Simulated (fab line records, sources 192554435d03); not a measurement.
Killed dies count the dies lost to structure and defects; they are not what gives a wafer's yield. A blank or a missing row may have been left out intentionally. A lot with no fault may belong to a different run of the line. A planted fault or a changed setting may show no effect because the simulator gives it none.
fab line records -- flow n5Finfet
record lots=11, wafers=33, lastDay=20
route steps=1938 shown PMOS_HMC_CHANNEL_EPI@73 BEOL_M14@1762 MIM_TOP_LITHO@1848 PASSIVATION@1926
lots that met no fault: from a run of the same line without faults
startH: hours from the record's opening day to when the first of the lot's shown wafers began -- waitH: hours since the lot's step before -- " as in the row above -- L1.1+2: a row that stands for several wafers -- - no value present, or no start provided -- * or withheld: withheld -- < > ~ a bound
route shown NAME@n: names a module that has steps shown in the file, with the first one's number in the route -- usual: mean and standard deviation over wafers with no fault -- same: alike in all rows -- chamber/n: place in a boat -- sites: per-site readings -- _std_site: how widely they spread, as a standard deviation -- _edge_site: outer sites' mean less inner sites' -- radiusMm: for every site, how far away it sits from the centre of the wafer -- mask NAME#n: copy n -- behind: the most recent tool/chamber to have shaped the wafer -- hold: why the lot was held/for how many hours/how that ended -- device: which transistor (n, p or np) failed to switch -- end of line: at the end of the route, the tests of the same wafers -- for a step that has no rows: nothing shown but its recipe -- killed: dies lost to structure and defects at the first sort, not the wafer's yield -- map: shows each die of a wafer: x if killed, . if not, _ if none is there
set.NAME: the setting the step ran with; set.NAME@STEP: the setting that earlier step ran with -- model.NAME: the simulator's own value behind a step, which no gauge read
steps of the route over a sample of lots; a table a step, a row a wafer
services: from which hour (startH, from the record's first day; less than 0 if before it) a tool's chamber was out of use, for how many hours, and why
## steps
# step N5_PMOS_HMC_CHANNEL_EPI_ETCH_38
# recipe chemistry=CF4, target=SiO2, targetDepthA=15, ionEnergyEv=350, pressureMtorr=10, icpW=800, biasW=400, cf4FlowSccm=80
# usual drypumpMotorCurrentA=5.6/0.57, oesProductAu=1.007/0.018, throttleValvePct=21.82/0.24
lot.wafer,tool,chamber,startH,waitH,drypumpMotorCurrentA,oesProductAu,rfHoursCounterH,throttleValvePct
L107.2,rieSi-05,3,19.25,0.0,6.1,0.973,65,21.86
L107.5,rieSi-05,0,19.25,0.0,5.7,1.029,-,22.04
L107.6,rieSi-05,3,19.25,0.0,6.1,0.976,-,21.85
L108.2,rieSi-03,3,25.95,0.0,4.7,1.024,196,22.29
L108.3,rieSi-03,0,25.95,0.0,5.1,1.013,105,21.85
L108.4,rieSi-03,2,25.95,0.0,6.7,1.029,186,21.53
L109.1,rieSi-06,2,30.53,0.0,5.7,0.984,2,21.48
L109.2,rieSi-06,1,30.53,0.0,5.6,1.028,185,21.74
L109.4,rieSi-06,0,30.53,0.0,5.0,1.015,18,21.64
L110.1,rieSi-03,0,35.53,0.0,5.1,1.014,105,21.84
L110.2,rieSi-03,1,35.53,0.0,6.3,0.998,158,21.81
L110.5,rieSi-03,1,35.53,0.0,6.3,1.006,-,21.81
L111.1,rieSi-06,2,41.66,0.0,5.7,0.990,2,21.49
L111.3,rieSi-06,3,41.66,0.0,5.5,1.025,12,21.90
L111.5,rieSi-06,0,41.66,0.0,5.0,1.015,-,21.65
L112.3,rieSi-03,3,47.46,0.0,4.7,1.031,196,22.29
L112.5,rieSi-03,0,47.46,0.0,5.1,1.010,-,21.83
L112.6,rieSi-03,1,47.46,0.0,6.3,1.005,-,21.82
L113.3,rieSi-05,3,53.51,0.0,6.1,0.990,66,21.86
L113.5,rieSi-05,1,53.51,0.0,5.0,1.005,-,22.15
L113.6,rieSi-05,0,53.51,0.0,5.7,1.032,-,22.06
L114.1,rieSi-03,2,59.92,0.0,6.7,1.025,187,21.52
L114.3,rieSi-03,0,59.92,0.0,5.1,1.012,105,21.84
L114.6,rieSi-03,1,59.92,0.0,6.3,1.009,-,21.83
L127.1,rieSi-03,3,137.61,0.0,4.7,1.004,0,22.15
L127.4,rieSi-03,1,137.61,0.0,6.3,1.010,160,21.82
L127.5,rieSi-03,2,137.61,0.0,6.7,1.031,-,21.54
L129.1,rieSi-06,0,149.82,0.0,5.0,1.008,20,21.65
L129.2,rieSi-06,3,149.82,0.0,5.6,1.028,14,21.91
L129.3,rieSi-06,2,149.82,0.0,5.7,0.982,4,21.48
L130.4,rieSi-05,2,156.23,0.0,5.2,0.982,-,21.49
L130.5,rieSi-05,1,156.23,0.0,5.0,1.001,-,22.17
L130.6,rieSi-05,3,156.23,0.0,6.1,0.989,-,21.86
# step N5_BEOL_M14_SPUTTER_43
# recipe material=TaN, targetThkA=150, tempC=50, biasV=168.6, powerW=15000, chamberPressurePa=0.12, timeS=24.19
# usual biasV=168.8/1.8, substrateTempC=50.00/0.11, throttleValvePct=29.7/1.1
lot.wafer,tool,chamber,startH,waitH,biasV,substrateTempC,throttleValvePct
L107.2,pvdSputter-02,-,290.97,0.0,167.8,50.01,28.7
L107.5,pvdSputter-02,-,290.97,0.0,169.7,49.96,30.1
L107.6,pvdSputter-02,-,290.97,0.0,168.3,50.16,31.4
L108.2,pvdSputter-02,-,314.55,0.0,167.6,49.83,28.7
L108.3,pvdSputter-02,-,314.55,0.0,168.6,49.97,30.2
L108.4,pvdSputter-02,-,314.55,0.0,169.7,49.80,31.4
L110.1,pvdSputter-02,-,316.89,0.0,169.1,49.96,28.5
L110.2,pvdSputter-02,-,316.89,0.0,169.7,50.17,29.5
L110.5,pvdSputter-02,-,316.89,0.0,171.1,50.06,29.9
L109.1,pvdSputter-02,-,318.43,0.0,167.4,49.86,29.0
L109.2,pvdSputter-02,-,318.43,0.0,170.8,49.87,30.0
L109.4,pvdSputter-02,-,318.43,0.0,168.6,49.99,30.2
L111.1,pvdSputter-02,-,323.77,0.0,171.0,49.82,31.0
L111.3,pvdSputter-02,-,323.77,0.0,171.4,49.88,28.7
L111.5,pvdSputter-02,-,323.77,0.0,169.9,50.13,30.6
L112.3,pvdSputter-02,-,324.29,0.0,166.9,49.90,31.4
L112.5,pvdSputter-02,-,324.29,0.0,171.0,50.08,28.9
L112.6,pvdSputter-02,-,324.29,0.0,167.2,49.84,31.3
L114.1,pvdSputter-03,-,330.90,0.0,168.6,49.98,30.6
L114.3,pvdSputter-03,-,330.90,0.0,167.1,49.93,29.3
L114.6,pvdSputter-03,-,330.90,0.0,168.9,50.27,29.4
L113.3,pvdSputter-03,-,343.88,0.0,170.9,50.05,29.1
L113.5,pvdSputter-03,-,343.88,0.0,169.3,50.04,28.0
L113.6,pvdSputter-03,-,343.88,0.0,167.9,50.12,30.6
L129.1,pvdSputter-03,-,433.89,0.0,167.2,50.11,29.1
L129.2,pvdSputter-03,-,433.89,0.0,170.0,50.02,30.6
L129.3,pvdSputter-03,-,433.89,0.0,168.3,50.03,27.8
L130.4,pvdSputter-03,-,448.89,0.0,170.0,50.03,29.2
L130.5,pvdSputter-03,-,448.89,0.0,168.4,50.14,27.9
L130.6,pvdSputter-03,-,448.89,0.0,169.9,50.04,29.0
L127.1,pvdSputter-03,-,458.90,0.0,170.0,50.10,28.1
L127.4,pvdSputter-03,-,458.90,0.0,165.5,50.08,29.0
L127.5,pvdSputter-03,-,458.90,0.0,168.4,49.99,30.8
# step N5_MIM_TOP_LITHO_OVL_MEAS_11
# recipe pointsPerWafer=44
# usual MIM_TOP_OVL=-4/5.3
lot.wafer,tool,chamber,startH,waitH,MIM_TOP_OVL[nm]
L107.2,overlay-01,0,304.02,0.0,-3
L107.5,overlay-01,0,304.02,0.0,-4
L107.6,overlay-01,0,304.02,0.0,5
L108.2,overlay-02,0,324.84,0.0,-3
L108.3,overlay-02,0,324.84,0.0,-5
L108.4,overlay-02,0,324.84,0.0,-1
L110.1,overlay-01,0,327.66,0.0,-3
L110.2,overlay-01,0,327.66,0.0,4
L110.5,overlay-01,0,327.66,0.0,-4
L109.1,overlay-01,0,327.83,0.0,-6
L109.2,overlay-01,0,327.83,0.0,-15
L109.4,overlay-01,0,327.83,0.0,-14
L111.1,overlay-01,0,336.74,0.0,5
L111.3,overlay-01,0,336.74,0.0,-8
L111.5,overlay-01,0,336.74,0.0,-3
L112.3,overlay-02,0,336.90,0.0,1
L112.5,overlay-02,0,336.90,0.0,3
L112.6,overlay-02,0,336.90,0.0,0
L114.1,overlay-01,0,344.04,0.0,-5
L114.3,overlay-01,0,344.04,0.0,-4
L114.6,overlay-01,0,344.04,0.0,-3
L113.3,overlay-01,0,354.97,0.0,4
L113.5,overlay-01,0,354.97,0.0,1
L113.6,overlay-01,0,354.97,0.0,-4
L129.1,overlay-01,0,450.66,0.0,-5
L129.2,overlay-01,0,450.66,0.0,-13
L129.3,overlay-01,0,450.66,0.0,-7
L130.4,overlay-02,0,458.38,0.0,-5
L130.5,overlay-02,0,458.38,0.0,-4
L130.6,overlay-02,0,458.38,0.0,-14
L127.1,overlay-02,0,469.73,0.0,-5
L127.4,overlay-02,0,469.73,0.0,-10
L127.5,overlay-02,0,469.73,0.0,-8
# step N5_PASSIVATION_OVL_MEAS_66
# recipe pointsPerWafer=44
# usual PASS_OPEN_OVL=-2/5
lot.wafer,tool,chamber,startH,waitH,PASS_OPEN_OVL[nm]
L107.2,overlay-02,0,312.36,0.0,7
L107.5,overlay-02,0,312.36,0.0,0
L107.6,overlay-02,0,312.36,0.0,-1
L108.2,overlay-01,0,334.22,0.0,-2
L108.3,overlay-01,0,334.22,0.0,-11
L108.4,overlay-01,0,334.22,0.0,-2
L110.1,overlay-01,0,338.18,0.0,0
L110.2,overlay-01,0,338.18,0.0,-1
L110.5,overlay-01,0,338.18,0.0,2
L109.1,overlay-01,0,338.22,0.0,-3
L109.2,overlay-01,0,338.22,0.0,-5
L109.4,overlay-01,0,338.22,0.0,-1
L111.1,overlay-02,0,345.67,0.0,-2
L111.3,overlay-02,0,345.67,0.0,5
L111.5,overlay-02,0,345.67,0.0,6
L112.3,overlay-01,0,345.91,0.0,1
L112.5,overlay-01,0,345.91,0.0,-1
L112.6,overlay-01,0,345.91,0.0,0
L114.1,overlay-02,0,350.29,0.0,-11
L114.3,overlay-02,0,350.29,0.0,-10
L114.6,overlay-02,0,350.29,0.0,-14
L113.3,overlay-01,0,360.86,0.0,-2
L113.5,overlay-01,0,360.86,0.0,0
L113.6,overlay-01,0,360.86,0.0,3
L129.1,overlay-01,0,460.02,0.0,0
L129.2,overlay-01,0,460.02,0.0,-1
L129.3,overlay-01,0,460.02,0.0,-4
L130.4,overlay-02,0,466.09,0.0,-8
L130.5,overlay-02,0,466.09,0.0,-7
L130.6,overlay-02,0,466.09,0.0,-8
L127.1,overlay-01,0,475.53,0.0,-4
L127.4,overlay-01,0,475.53,0.0,-6
L127.5,overlay-01,0,475.53,0.0,-7
# step N5_PASSIVATION_PROBE_49
# usual defectLimitedYield=91.2/1.3, killed_at_M0_to_M3=34/9.2, killed_at_M4_up=14/5, killedAtContacts=13/6.7, killedAtFrontEnd=39/12, killedAtOther=4/3.3, killedDies=104/15, killedOpen=68/12, killedShort=34/7.5, sort_bin_5_function=5.2/0.87, sort_bin_6_memory=3.3/0.63, sortNPass=1076/15, sortYieldPct=91.2/1.3
# same grossDies=1180, killedAtBackSide=0, sort_bin_4_leakage[%]=0, sort_bin_8_speed[%]=0
lot.wafer,tool,chamber,startH,waitH,defectLimitedYield[%],killed_at_M0_to_M3,killed_at_M4_up,killedAtContacts,killedAtFrontEnd,killedAtOther,killedDies,killedOpen,killedShort,sort_bin_5_function[%],sort_bin_6_memory[%],sortNPass,sortYieldPct[%]
L127.1,prober-02,-,478.68,0.0,92.2,31,12,12,35,2,92,65,26,4.8,2.7,1088,92.2
L127.4,prober-02,-,478.83,0.2,81.4,35,19,14,147,5,220,73,31,12.4,3.9,960,81.4
L127.5,prober-02,-,478.88,0.2,91.7,32,8,12,45,1,98,63,32,5.1,2.7,1082,91.7
# killed by level:class
L127.1 BEOL_M1:geometricParticle:open=13 MOL_CONTACT_COAG:geometricParticle:open=8 DUMMY_GATE:geometricParticle:open=7 STI_FIN_REVEAL:geometricParticle:open=6 BEOL_M0_SAQP:geometricParticle:open=5 BEOL_M2:geometricParticle:open=5 GATE_CUT:geometricParticle:short=4 MOL_CONTACT_COAG:geometricParticle:short=4
L127.4 PMOS_HMC_CHANNEL_EPI:unspecified=112 MOL_CONTACT_COAG:geometricParticle:open=13 BEOL_M0_SAQP:geometricParticle:open=11 STI_FIN_REVEAL:geometricParticle:open=9 BEOL_M5:geometricParticle:open=8 BEOL_M0_SAQP:geometricParticle:short=7 BEOL_M1:geometricParticle:open=6 BEOL_M2:geometricParticle:open=6
L127.5 STI_FIN_REVEAL:geometricParticle:open=14 MOL_CONTACT_COAG:geometricParticle:open=11 BEOL_M0_SAQP:geometricParticle:short=9 FIN_SAQP:geometricParticle:open=6 BEOL_M0_SAQP:geometricParticle:open=6 BEOL_M2:geometricParticle:open=6 FIN_SAQP:geometricParticle:short=5 BEOL_M3:geometricParticle:open=4
## services
tool,chamber,startH,hours,kind
rieSi-03,-,41.01,2.8,pm
rieSi-06,0,49.28,14.0,repair
pvdSputter-03,-,84.06,1.3,repair
rieSi-03,2,93.10,14.9,repair
rieSi-03,-,109.49,0.4,repair
rieSi-03,3,112.39,-,clean
rieSi-03,3,112.39,14.2,scheduledDown
rieSi-03,3,112.39,14.2,ventCycle
rieSi-06,2,177.57,1.4,repair
pvdSputter-03,-,188.94,5.9,repair
rieSi-03,2,198.78,-,clean
rieSi-03,2,198.78,14.2,scheduledDown
rieSi-03,2,198.78,14.2,ventCycle
pvdSputter-02,-,202.44,2.8,repair
pvdSputter-03,-,211.08,3.7,repair
rieSi-03,2,217.56,15.9,repair
rieSi-05,0,238.69,2.3,repair
rieSi-06,-,273.30,4.0,pm
rieSi-06,3,293.99,3.6,repair
rieSi-05,3,307.83,2.6,repair
rieSi-05,0,336.63,7.8,repair
rieSi-03,2,416.17,10.8,repair
pvdSputter-02,-,444.70,7.5,repair
rieSi-05,1,455.75,2.9,repair
## key
firstSign step=N5_PASSIVATION_PROBE_49, reading=killedAtFrontEnd, direction=up, sigmas=8.8, usual=39, struck=147
effect step=N5_PASSIVATION_PROBE_49, reading=killedDies, direction=up, sigmas=7.6, usual=104, struck=220
moreKillsBornAt N5_PMOS_HMC_CHANNEL_EPI_ETCH_38@rieSi-03=112
metAt N5_PMOS_HMC_CHANNEL_EPI_ETCH_38
struckLots L127
struckWafers L127.4
notActingAt N5_BEOL_M14_SPUTTER_43,N5_MIM_TOP_LITHO_OVL_MEAS_11,N5_PASSIVATION_OVL_MEAS_66
onsetBetween 59.92 137.61
fault kind=chamberParticleSource, tool=rieSi-03, chamber=1, onsetH=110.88, steps=N5_PMOS_HMC_CHANNEL_EPI_ETCH_38, ratePerVisitCm2=0.72182, endH=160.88
